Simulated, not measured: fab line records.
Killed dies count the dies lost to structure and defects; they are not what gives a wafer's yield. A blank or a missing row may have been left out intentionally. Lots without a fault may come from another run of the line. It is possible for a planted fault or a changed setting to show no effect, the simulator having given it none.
fab line records    flow nand_harc
record: lots: 7  wafers: 21  last_day: 23
route steps=1159 shown A_SLIT@801 A_SIN_REMOVE@804 A_WL_FILL@809 A_CONTACT@840 END@1159
lots untouched by any fault: they come from a run of this same line in which no faults occurred
start_h: hours from the record's opening day to when the first of the lot's shown wafers began    wait_h: hours from the lot's prior step to this one    " same as the row above    L1.1+2: a row that stands for several wafers    - no value, or no start given    * or withheld: withheld    < > ~ a bound
route shown NAME@n: NAME is a module with steps in the file, n the number in the route of the first one    usual: mean/standard deviation taken from wafers without a fault    same: alike in all rows    chamber/n: place in a boat    sites: each site's reading    _std_site: standard deviation across them    _edge_site: mean of outer sites minus mean of inner sites    radius_mm: how far each site lies from the wafer's centre    mask NAME#n: copy n    behind: the tool/chamber that last shaped the wafer    hold: the reason the lot was held/the length of the hold in hours/how it ended    device: which transistor (n, p or np) failed to switch    end of line: at the end of the route, the tests of the same wafers    step lacking rows: just its recipe    killed: dies lost to structure and defects at the first sort, not the wafer's yield    map: per-die view of a wafer (x killed, . not killed, _ where there is no die)
set.NAME: the run value of the setting; set.NAME@STEP: its run value at that earlier step    model.NAME: the simulator's own value behind a step, which no gauge read
a table for each step, a row for each wafer; lots at some steps of the route
services: the hour from which a tool's chamber was out of use, counted from the record's first day as start_h (under 0 if before that day), plus the number of hours and why
== steps ==
step: NHARC_A_SLIT_PRECLEAN_19
recipe: time_s: *  temp_c: 50  bath_age_min: 0  chemistry: SC1
step: NHARC_A_SLIT_SRD_20
step: NHARC_A_SLIT_CD_MEAS_21
usual: cd_nm: 289.6/0.82
lot.wafer  tool       chamber  start_h  wait_h  cd_nm
L587.3     cd_sem-01  -        336.92   -       290.0
L587.5     "          -        "        "       289.8
L587.6     "          -        "        "       289.1
L591.3     cd_sem-01  -        346.72   -       290.4
L591.5     "          -        "        "       290.3
L591.6     "          -        "        "       290.2
L594.3     cd_sem-02  -        382.66   -       288.7
L594.5     "          -        "        "       289.9
L594.6     "          -        "        "       289.8
L599.1     cd_sem-03  -        402.37   -       289.8
L599.2     "          -        "        "       290.0
L599.3     "          -        "        "       289.4
L600.2     cd_sem-03  -        404.06   -       289.0
L600.3     "          -        "        "       289.2
L600.6     "          -        "        "       289.5
L598.2     cd_sem-01  -        411.31   -       290.3
L598.4     "          -        "        "       289.8
L598.5     "          -        "        "       290.2
L596.2     cd_sem-02  -        411.53   -       290.0
L596.4     "          -        "        "       289.2
L596.5     "          -        "        "       289.1
step: NHARC_A_SIN_REMOVE_WET_00
recipe: temp_c: 160  time_s: 15300  chemistry: H3PO4
step: NHARC_A_SIN_REMOVE_PRECLEAN_01
recipe: time_s: *  temp_c: 50  bath_age_min: 0  chemistry: SC1
step: NHARC_A_SIN_REMOVE_SRD_02
step: NHARC_A_SIN_REMOVE_INSPECT_04
usual: raw_defect_count: 307/80
lot.wafer  tool               chamber  start_h  wait_h  raw_defect_count
L587.3     defect_inspect-02  -        344.53   0.1     271
L587.5     "                  -        "        "       231
L587.6     "                  -        "        "       266
L591.3     defect_inspect-02  -        353.99   0.0     455
L591.5     "                  -        "        "       272
L591.6     "                  -        "        "       421
L594.3     defect_inspect-02  -        390.42   0.0     388
L594.5     "                  -        "        "       284
L594.6     "                  -        "        "       301
L599.1     defect_inspect-01  -        410.03   0.0     331
L599.2     "                  -        "        "       283
L599.3     "                  -        "        "       283
L600.2     defect_inspect-02  -        410.04   0.0     290
L600.3     "                  -        "        "       309
L600.6     "                  -        "        "       336
L596.2     defect_inspect-02  -        419.03   0.0     172
L596.4     "                  -        "        "       206
L596.5     "                  -        "        "       227
L598.2     defect_inspect-02  -        419.04   0.1     296
L598.4     "                  -        "        "       367
L598.5     "                  -        "        "       347
step: NHARC_A_WL_FILL_ALD_00
recipe: target_thk_a: 30  pulse_time_s: 3  ald_cycles: 30  temp_c: 300  material: Al2O3
step: NHARC_A_WL_FILL_RTA_01
recipe: temp_c: 1000  time_s: 5
usual: lamp_power_pct: 32/3.5  lamp_zone_1_pct: 32/3.5  lamp_zone_2_pct: 32/3.5  wafer_temp_C_max: 1005.5/2.6
lot.wafer  tool           chamber  start_h  wait_h  lamp_power_pct  lamp_zone_1_pct  lamp_zone_2_pct  wafer_temp_C_max
L587.3     rtp_anneal-02  0        345.74   -       35              35               35               1008.8
L587.5     "              0        "        "       35              35               35               1005.9
L587.6     "              0        "        "       35              35               35               1007.2
L591.3     rtp_anneal-01  0        354.56   -       28              28               28               1002.0
L591.5     "              0        "        "       28              28               28               1002.5
L591.6     "              0        "        "       28              28               28               1002.3
L594.3     rtp_anneal-01  0        390.81   -       28              28               28               1002.2
L594.5     "              0        "        "       28              28               28               1002.3
L594.6     "              0        "        "       28              28               28               1003.8
L599.1     rtp_anneal-02  0        410.36   -       35              35               35               1006.2
L599.2     "              0        "        "       35              35               35               1006.7
L599.3     "              0        "        "       35              35               35               1007.4
L600.2     rtp_anneal-01  0        410.56   -       28              28               28               1002.8
L600.3     "              0        "        "       28              28               28               1002.2
L600.6     "              0        "        "       28              28               28               1004.1
L596.2     rtp_anneal-02  0        421.21   -       35              35               35               1007.6
L596.4     "              0        "        "       35              35               35               1007.7
L596.5     "              0        "        "       35              35               35               1009.7
L598.2     rtp_anneal-02  0        421.55   -       35              35               35               1006.0
L598.4     "              0        "        "       35              35               35               1005.7
L598.5     "              0        "        "       35              35               35               1007.3
step: NHARC_A_WL_FILL_ALD_02
recipe: target_thk_a: 20  pulse_time_s: 3  ald_cycles: 100  temp_c: 450  material: TiN
step: NHARC_A_WL_FILL_CVD_03
recipe: target_thk_a: 400  temp_c: 300  pressure_torr: 40  wf6_flow_sccm: 40  h2_flow_sccm: 1600  ar_flow_sccm: 1560  time_s: 3302  material: W
usual: chamber_pressure_Torr: 40.01/0.091  heater_power_w: 459/69  throttle_valve_pct: 7.9/0.39
lot.wafer  tool      chamber  start_h  wait_h  chamber_pressure_Torr  heater_power_w  throttle_valve_pct
L587.3     cvd_w-02  1        353.16   6.9     39.85                  440             7.6
L587.6     "         0        "        "       40.10                  389             8.7
L587.5     "         1        "        "       39.91                  461             7.7
L591.3     cvd_w-01  0        359.71   4.6     40.09                  570             7.8
L591.5     "         1        "        "       39.94                  435             7.6
L591.6     "         0        "        "       40.03                  583             8.1
L594.3     cvd_w-01  1        409.68   18.3    40.03                  438             7.7
L594.5     "         1        "        "       40.09                  454             7.5
L594.6     "         0        "        "       39.81                  584             8.2
L599.1     cvd_w-02  1        415.38   4.4     39.98                  469             7.5
L599.2     "         0        "        "       40.13                  387             8.2
L599.3     "         0        "        "       40.04                  388             7.9
L600.2     cvd_w-02  1        419.19   8.0     40.05                  450             7.8
L600.3     "         0        "        "       40.04                  389             8.1
L600.6     "         1        421.07   9.9     40.08                  448             7.5
L596.2     cvd_w-02  0        422.89   1.1     39.93                  391             8.1
L596.4     "         1        "        "       39.96                  460             7.5
L596.5     "         0        424.79   3.0     39.90                  382             8.2
L598.2     cvd_w-02  1        425.26   3.1     40.01                  438             7.5
L598.4     "         1        "        "       40.07                  448             7.7
L598.5     "         1        "        "       40.14                  449             7.4
step: NHARC_A_WL_FILL_ETCHBACK_04
recipe: target_depth_a: 600  time_s: 120  chemistry: NF3
usual: drypump_motor_current_A: 5.7/0.35  oes_product_au: 1.003/0.008
lot.wafer  tool          chamber  start_h  wait_h  drypump_motor_current_A  oes_product_au  rf_hours_counter_h
L587.3     rie_metal-01  1        355.18   1.5     5.7                      0.996           -
L587.5     "             1        "        "       5.6                      0.991           -
L587.6     "             0        "        "       6.1                      0.998           -
L591.3     rie_metal-02  0        361.72   1.5     5.0                      1.005           -
L591.6     "             1        "        "       5.6                      0.998           -
L591.5     "             0        "        "       5.0                      1.006           -
L594.3     rie_metal-03  1        412.12   2.0     5.5                      1.007           -
L594.6     "             1        "        "       5.5                      1.011           -
L594.5     "             0        "        "       5.9                      1.014           -
L599.2     rie_metal-02  1        418.66   2.3     5.6                      1.004           0.5
L599.1     "             0        "        "       5.0                      1.011           0.5
L599.3     "             0        "        "       5.0                      1.016           -
L600.2     rie_metal-01  1        422.06   2.4     5.6                      1.007           2.0
L600.3     "             0        "        "       6.1                      0.998           -
L600.6     "             1        "        "       5.7                      1.016           -
L596.2     rie_metal-02  1        425.78   2.4     5.6                      0.998           0.8
L596.4     "             0        "        "       5.0                      1.013           -
L596.5     "             1        "        "       5.6                      1.003           -
L598.2     rie_metal-03  1        428.62   2.9     5.5                      1.004           3.6
L598.4     "             0        "        "       5.9                      1.013           -
L598.5     "             1        "        "       5.5                      1.004           -
step: NHARC_A_WL_FILL_ETCHBACK_05
recipe: target_depth_a: 220  time_s: 60  temp_c: 40  chemistry: Cl2/BCl3
step: NHARC_A_WL_FILL_STRIP_27
recipe: power_w: 1500  temp_c: 250  time_s: 20  chemistry: N2/H2
step: NHARC_A_WL_FILL_STRIP_28
recipe: time_s: 1200  temp_c: 72.5  chemistry: post_etch_residue_remover
step: NHARC_A_WL_FILL_PRECLEAN_06
recipe: time_s: 300  chemistry: DIW
step: NHARC_A_WL_FILL_SRD_07
step: NHARC_A_WL_FILL_ANNEAL_08
recipe: temp_c: 450  time_s: 1800
step: NHARC_A_WL_FILL_ALD_10
recipe: target_thk_a: 500  pulse_time_s: 10  ald_cycles: 500  temp_c: 300  material: SiO2
usual: heater_power_w: 487/42  precursor_pulse_height_rel: 1.001/0.021
lot.wafer  tool       chamber  start_h  wait_h  heater_power_w  precursor_pulse_height_rel
L587.3     ald_hk-04  2        364.33   1.6     516             0.992
L587.5     "          3        "        "       447             0.978
L587.6     "          0        "        "       506             1.016
L591.3     ald_hk-01  1        373.29   6.8     564             1.009
L591.6     "          0        374.84   8.4     479             0.998
L591.5     "          1        "        "       554             0.964
L594.3     ald_hk-01  2        417.83   0.1     506             0.995
L594.6     "          2        419.88   2.1     508             0.967
L594.5     "          3        "        "       433             1.021
L599.3     ald_hk-01  3        425.08   0.6     436             1.020
L599.2     "          0        "        "       453             0.980
L599.1     "          1        "        "       537             0.995
L600.3     ald_hk-03  0        429.19   1.1     475             0.998
L600.2     "          2        431.25   3.1     452             1.028
L600.6     "          0        433.30   5.2     475             0.984
L596.4     ald_hk-01  0        431.64   0.1     467             0.991
L596.2     "          1        "        "       544             1.032
L596.5     "          1        434.20   2.6     545             1.001
L598.4     ald_hk-03  3        434.33   2.7     505             0.995
L598.2     "          1        435.38   3.8     483             0.994
L598.5     "          0        436.94   5.4     481             1.030
step: NHARC_A_WL_FILL_ETCHBACK_16
recipe: target_depth_a: 880  time_s: 17.6  c4f8_flow_sccm: withheld  o2_flow_sccm: 8  ar_flow_sccm: withheld  rf_w: 600  bias_w: 800  chemistry: C4F8/O2/Ar
step: NHARC_A_WL_FILL_STRIP_29
recipe: time_s: 20  o2_flow_sccm: 500  ar_flow_sccm: 0  bias_w: 0  chemistry: O2
usual: drypump_motor_current_A: 5.6/0.41  o2_flow_sccm: 500.2/1.5  oes_product_au: 1.000/0.01  rf_vpp_V: 57.8/0.96  showerhead_plenum_p_Torr: 3.53/0.13  throttle_valve_pct: 17.037/0.0097
lot.wafer  tool         chamber  start_h  wait_h  drypump_motor_current_A  o2_flow_sccm  oes_product_au  rf_hours_counter_h  rf_vpp_V  showerhead_plenum_p_Torr  throttle_valve_pct
L587.3     rie_diel-03  3        367.54   0.1     5.9                      500.0         1.003           5.6                 58.4      3.68                      17.030
L587.5     "            3        "        "       5.9                      501.0         1.005           -                   57.5      3.68                      17.048
L587.6     "            0        "        "       5.7                      500.7         1.010           -                   56.5      3.34                      17.040
L591.3     rie_diel-03  3        377.53   0.1     5.9                      499.2         1.001           5.9                 56.9      3.68                      17.017
L591.5     "            2        "        "       6.1                      501.5         1.018           -                   57.2      3.42                      17.043
L591.6     "            3        "        "       5.9                      500.9         1.006           -                   58.9      3.68                      17.057
L594.3     rie_diel-03  0        422.58   0.1     5.7                      502.5         0.996           0.8                 56.8      3.34                      17.039
L594.5     "            0        "        "       5.7                      500.2         0.987           -                   55.7      3.34                      17.038
L594.6     "            1        "        "       5.1                      499.2         0.981           -                   58.7      3.62                      17.032
L599.1     rie_diel-09  0        429.29   0.1     5.9                      501.2         1.003           3.6                 59.2      3.45                      17.034
L599.2     "            2        "        "       5.9                      502.3         0.991           3.8                 57.8      3.42                      17.058
L599.3     "            3        "        "       4.9                      501.5         0.995           3.7                 56.9      3.36                      17.041
L600.3     rie_diel-13  0        435.99   0.1     4.9                      499.7         1.007           8.6                 59.6      3.69                      17.043
L600.2     "            1        "        "       5.8                      500.5         1.021           9.1                 57.2      3.61                      17.039
L600.6     "            3        "        "       5.9                      500.9         1.006           -                   56.8      3.48                      17.042
L596.4     rie_diel-03  3        436.39   0.1     5.9                      503.4         0.982           1.9                 59.8      3.68                      17.039
L596.2     "            1        "        "       5.1                      498.6         0.988           1.6                 59.3      3.62                      17.037
L596.5     "            3        "        "       5.9                      500.6         0.985           -                   58.4      3.68                      17.034
L598.2     rie_diel-13  3        439.12   0.1     5.9                      503.4         1.017           8.0                 57.6      3.48                      17.049
L598.4     "            0        "        "       4.9                      500.1         1.001           8.7                 56.5      3.69                      17.029
L598.5     "            2        "        "       5.5                      502.5         0.976           -                   57.8      3.65                      17.048
step: NHARC_A_WL_FILL_ETCHBACK_17
recipe: target_depth_a: 40  time_s: 26.7  chemistry: Cl2/BCl3
step: NHARC_A_WL_FILL_PRECLEAN_18
recipe: time_s: 30  chemistry: dHF
step: NHARC_A_WL_FILL_SRD_21
step: NHARC_A_WL_FILL_CVD_23
recipe: target_thk_a: 400  temp_c: 620  pressure_mtorr: 200  time_s: 800  material: poly-Si
step: NHARC_A_WL_FILL_ETCHBACK_26
recipe: target_depth_a: 520  time_s: 13.3  hbr_flow_sccm: 150  rf_w: 350  icp_w: 350  bias_w: 60  chemistry: HBr
usual: drypump_motor_current_A: 5.7/0.47  oes_product_au: 1.002/0.011  rf_fwd_power_W: 341.9/1.3  throttle_valve_pct: 23.266/0.0092
lot.wafer  tool       chamber  start_h  wait_h  drypump_motor_current_A  oes_product_au  rf_fwd_power_W  rf_hours_counter_h  throttle_valve_pct
L587.3     rie_si-01  3        372.77   0.4     6.6                      0.993           343.9           0.4                 23.271
L587.6     "          3        "        "       6.5                      0.999           340.7           -                   23.279
L587.5     "          0        "        "       5.1                      1.007           339.0           -                   23.256
L591.3     rie_si-04  0        382.66   0.4     6.3                      1.004           340.8           0.9                 23.273
L591.5     "          3        "        "       6.4                      1.024           343.8           -                   23.263
L591.6     "          0        "        "       6.2                      1.000           341.6           -                   23.291
L594.3     rie_si-04  1        427.93   0.4     5.7                      1.014           342.8           1.0                 23.267
L594.5     "          3        "        "       6.4                      1.009           341.7           -                   23.276
L594.6     "          0        "        "       6.3                      0.994           343.0           -                   23.261
L599.2     rie_si-01  1        434.77   0.4     5.5                      0.991           345.8           0.7                 23.269
L599.1     "          3        "        "       6.6                      0.978           341.3           0.9                 23.277
L599.3     "          0        "        "       5.1                      1.011           340.6           0.9                 23.263
L596.4     rie_si-04  3        441.47   0.4     6.3                      0.998           342.4           1.2                 23.265
L596.2     "          2        "        "       5.8                      1.019           340.7           1.1                 23.267
L596.5     "          0        "        "       6.3                      0.998           342.8           -                   23.262
L600.2     rie_si-05  1        441.49   0.4     5.0                      1.012           342.0           0.2                 23.269
L600.3     "          2        "        "       5.5                      0.997           341.7           0.2                 23.271
L600.6     "          3        "        "       5.7                      1.002           339.7           -                   23.253
L598.2     rie_si-05  1        444.60   0.4     5.0                      1.008           342.2           0.2                 23.253
L598.4     "          0        "        "       5.9                      1.009           342.6           0.2                 23.253
L598.5     "          2        "        "       5.5                      0.999           343.1           -                   23.265
step: NHARC_A_WL_FILL_PRECLEAN_30
recipe: time_s: 10  chemistry: dHF
step: NHARC_A_WL_FILL_SRD_14
step: NHARC_A_WL_FILL_ALD_19
recipe: target_thk_a: 20  pulse_time_s: 3  ald_cycles: 100  temp_c: 450  material: TiN
step: NHARC_A_WL_FILL_CVD_20
recipe: target_thk_a: 750  temp_c: 300  pressure_torr: 40  wf6_flow_sccm: 40  h2_flow_sccm: 1600  ar_flow_sccm: 1560  time_s: 5064  material: W
step: NHARC_A_WL_FILL_CMP_12
recipe: t_overpolish_s: 30  target_thk_nm: 75
step: NHARC_A_WL_FILL_SRD_31
step: NHARC_A_CONTACT_DEP_24
recipe: target_thk_a: 5000  temp_c: 400  pressure_torr: 6.5  rf_w: 900  teos_flow_sccm: 161.4  flow_sccm: 2650  target_thk_nm: 500  gas: O2  material: SiO2
step: NHARC_A_CONTACT_DEP_28
recipe: target_thk_a: 36000  temp_c: 400  material: aC
step: NHARC_END_SORT_01
recipe: temp_c: 25
usual: killed_at_array: 28/10  killed_at_other: 0.5/0.82  killed_at_periphery: 3.4/2.2  killed_dies: 31/10  killed_open: 3.4/1.9  killed_short: 1.9/1.3
same: gross_dies: 677
lot.wafer  tool       chamber  start_h  wait_h  killed_at_array  killed_at_other  killed_at_periphery  killed_dies  killed_open  killed_short
L600.2     prober-02  0        540.39   2.8     108              0                1                    109          4            1
L600.3     prober-02  0        541.20   3.1     123              2                1                    126          0            1
L600.6     prober-02  0        543.63   4.0     102              2                2                    106          0            2
L598.2     prober-01  0        554.22   2.8     139              1                2                    142          2            2
L598.4     prober-01  0        555.84   3.4     131              2                2                    135          3            1
L598.5     prober-01  0        556.66   3.8     141              0                5                    146          3            3
L596.2     prober-02  0        556.02   2.8     135              0                2                    137          5            2
L596.4     prober-02  0        557.59   3.4     122              0                3                    125          5            2
L596.5     prober-02  0        558.37   3.6     118              0                3                    121          4            0
killed by level:class
L600.2 A_WL_FILL:unspecified=94 A_CHANNEL_HOLE_D1:chamber_film_flake=3 A_CHANNEL_FILL_D1:geometric_particle:open=2 A_STAIRCASE:chamber_film_flake=2 A_BLC:chamber_film_flake=2 A_SOURCE_PLATE:geometric_particle:open=1 A_SOURCE_PLATE:geometric_particle:short=1 A_M1:geometric_particle:open=1
L600.3 A_WL_FILL:unspecified=98 A_CHANNEL_HOLE_D1:chamber_film_flake=17 A_BLC:chamber_film_flake=4 A_STAIRCASE:chamber_film_flake=2 THIN_TSV:chamber_film_flake=2 P_CONTACT:geometric_particle:short=1 A_SLIT:chamber_film_flake=1 A_CONTACT:chamber_film_flake=1
L600.6 A_WL_FILL:unspecified=89 A_CHANNEL_HOLE_D1:chamber_film_flake=4 A_BLC:chamber_film_flake=4 A_STAIRCASE:chamber_film_flake=3 THIN_TSV:chamber_film_flake=2 P_CONTACT:geometric_particle:short=1 A_WL_FILL:geometric_particle:short=1 P_STI:chamber_film_flake=1
L598.2 A_WL_FILL:unspecified=95 A_CHANNEL_HOLE_D1:chamber_film_flake=20 A_SLIT:chamber_film_flake=18 A_CONTACT:chamber_film_flake=3 P_GATE:geometric_particle:open=1 P_M0:geometric_particle:short=1 A_SGD_CUT:geometric_particle:open=1 A_WL_FILL:geometric_particle:short=1
L598.4 A_WL_FILL:unspecified=93 A_SLIT:chamber_film_flake=20 A_STAIRCASE:chamber_film_flake=6 A_CONTACT:chamber_film_flake=3 A_CHANNEL_FILL_D1:chamber_film_flake=2 A_WL_FILL:chamber_film_flake=2 THIN_TSV:chamber_film_flake=2 A_CHANNEL_HOLE_D1:geometric_particle:open=1
L596.2 A_WL_FILL:unspecified=99 A_CHANNEL_HOLE_D1:chamber_film_flake=20 A_STAIRCASE:chamber_film_flake=5 A_BLC:chamber_film_flake=3 A_M0:geometric_particle:open=2 A_CONTACT:chamber_film_flake=2 P_M2:geometric_particle:open=1 A_CHANNEL_FILL_D1:geometric_particle:open=1
L598.5 A_WL_FILL:unspecified=91 A_CHANNEL_HOLE_D1:chamber_film_flake=19 A_SLIT:chamber_film_flake=13 A_CONTACT:chamber_film_flake=9 P_GATE:chamber_film_flake=3 A_STAIRCASE:chamber_film_flake=3 P_CONTACT:geometric_particle:short=1 A_ONON_D1:geometric_particle:open=1
L596.4 A_WL_FILL:unspecified=97 A_CHANNEL_HOLE_D1:chamber_film_flake=13 A_CONTACT:geometric_particle:open=2 A_STAIRCASE:chamber_film_flake=2 A_BLC:chamber_film_flake=2 P_CONTACT:geometric_particle:open=1 P_M0:geometric_particle:short=1 A_ONON_D1:geometric_particle:short=1
L596.5 A_WL_FILL:unspecified=94 A_CHANNEL_HOLE_D1:chamber_film_flake=18 P_M0:geometric_particle:open=2 A_CONTACT:chamber_film_flake=2 P_GATE:geometric_particle:open=1 A_CONTACT:geometric_particle:open=1 A_ZERO_WELL:chamber_film_flake=1 A_STAIRCASE:chamber_film_flake=1
map L596.2 (x killed, . not)
____________.____________
_________......._________
_______..........._______
______.............______
_____..............._____
____.................____
____.................____
___...................___
___...................___
__.....................__
__.....................__
_....................x.._
_...x..xx..............x_
_......................._
_......................._
_..............x.x......_
..............xx.xx......
.......x......xxxxxxxx...
.............xx.xxxxxx.x.
.......x......xxxxxxxx...
.....x.x....xxxxxxxxxxx..
_............xxxxxxxx.x._
_............xxxxxxxxx.._
_x...........xxxxxxxxx.._
_x.............xxxxxxx.._
_....x.x......xxxxxxxx.._
__x.xxxxxx....xxxxxxx.x__
__...x.xx.x...xxxxx....__
___x..xx..x....xx.....___
___....xx...x.....x...___
____....x..........x.____
____x....x...........____
_____..............._____
______.............______
_______....x......_______
_________..x...._________
____________.____________
map L598.5 (x killed, . not)
____________.____________
_________....xxx_________
_______......xxx.x_______
______....x...xxx..______
_____.......x.x....._____
____...........x.....____
____............x....____
___...................___
___................x..___
__...............x.....__
__x.x..................__
_xx.x..................._
_xxxxx............x....._
_xxx...................._
_xx..............x..x..._
_..x.x...............x.._
xxxxx...................x
...x.....................
........x................
....x..xx................
.....xxxxxx..............
_...xxxxxxxx............_
_...xxxxxxxxx..........._
_..xxxxxxxxx............_
_..xxxxxxxxxx..........._
_..xxxxxxxxx............_
__x.xxxxxxx............__
__..xxxxxxxx...........__
___xxxxxxxxx..........___
___.x.xxxx..x....x....___
____.xxxxxx.....x....____
____..xxx.x........x.____
_____x.x............_____
______.............______
_______..........._______
_________......._________
____________.____________
== services ==
tool          chamber  start_h  hours  kind
ald_hk-03     -        322.43   10.0   pm
rie_metal-01  -        332.11   9.0    pm
rie_si-01     3        334.20   1.0    repair
rie_si-05     0        340.37   6.3    repair
rie_diel-13   -        340.44   0.2    repair
rie_si-05     2        351.54   20.4   repair
cvd_w-01      0        364.75   28.1   repair
cvd_w-02      0        367.51   11.3   repair
ald_hk-04     -        375.84   0.8    repair
cvd_w-02      -        387.15   13.0   pm
cvd_w-02      0        387.15   13.0   vent_cycle
cvd_w-02      1        387.15   13.0   vent_cycle
rie_metal-02  -        388.00   9.0    pm
rie_diel-03   -        392.12   0.7    repair
rie_diel-03   -        392.82   9.0    pm
rie_metal-02  1        397.70   7.5    repair
cvd_w-01      0        398.64   3.3    repair
rie_diel-13   2        411.58   2.5    repair
rie_si-05     -        416.00   9.0    pm
rie_si-01     1        422.66   2.3    repair
rie_diel-13   3        423.25   12.6   repair
rie_si-01     2        423.90   23.4   repair
rie_diel-09   -        431.57   9.0    pm
rie_si-04     -        436.52   0.2    repair
== key ==
first_sign: step: NHARC_END_SORT_01  reading: killed_at_array  direction: up  sigmas: 9.4  usual: 28  struck: 124
effect: step: NHARC_END_SORT_01  reading: killed_dies  direction: up  sigmas: 9.3  usual: 31  struck: 127
more_kills_born_at: NHARC_A_WL_FILL_CVD_03@cvd_w-02: 850
met_at NHARC_A_WL_FILL_CVD_03
struck_wafers L596.2,L596.4,L596.5,L598.2,L598.4,L598.5,L600.2,L600.3,L600.6
tester_left_out L596,L598,L600
also_fits time
fault: kind: chamber_particle_source  tool: cvd_w-02  chamber: -  onset_h: 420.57  steps: NHARC_A_WL_FILL_CVD_03  rate_per_visit_cm2: 1.3538  end_h: 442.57
tester_left_out: of these lots the tester's yield and bins aren't shown, on N5 and GAA mostly nor the transistor test; their killed dies are dies lost to structure and defects alone, not to doping, threshold or leakage, so they don't give the yield
